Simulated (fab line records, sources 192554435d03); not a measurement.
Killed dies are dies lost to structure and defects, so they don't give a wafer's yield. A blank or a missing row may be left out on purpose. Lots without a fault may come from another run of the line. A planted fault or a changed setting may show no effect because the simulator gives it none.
Chamber matching | flow n5_finfet | N5_HKMG_FIN_ETCH_67 on rie_diel-04: 4 sister chambers
The step etches SOC in N2/H2, stops on TiN, target depth 388.9 nm. 4 wafers are shown with their chamber, then 7 later ones without.

WAFERS WITH THEIR CHAMBER
wafer  | chamber | drypump_motor_current_A (A)
L076.5 | 3       | 6.2
L082.3 | 1       | 5.9
L087.1 | 2       | 5.7
L087.3 | 0       | 6.7

WAFERS WITHOUT THEIR CHAMBER
wafer  | drypump_motor_current_A (A)
L087.6 | 5.7
L090.1 | 6.2
L090.2 | 6.7
L090.5 | 6.6
L095.1 | 6.2
L095.3 | 5.9
L095.4 | 6.7

WHICH CHAMBER EACH WENT THROUGH
wafer  | from the rows above | in truth
L087.6 | 2                   | 2
L090.1 | 3                   | 3
L090.2 | 0                   | 0
L090.5 | 0                   | 0
L095.1 | 3                   | 3
L095.3 | 1                   | 1
L095.4 | 0                   | 0
Placed correctly: 7 of 7. Can't be placed from these rows: 0. Placed wrongly: 0.
How it was worked out, from the rows above alone: a wafer's distance from a chamber is the root of the sum, over the readings, of the square of ((its reading less the chamber's mean) divided by the reading's scatter). The wafer belongs to the nearest chamber; if the next one is less than 2 further off, it can't be placed. A chamber's mean is the mean of its shown wafers. The scatter: with one shown wafer a chamber, the root of the mean of the squares of how far each hidden wafer lies from its nearest shown one.
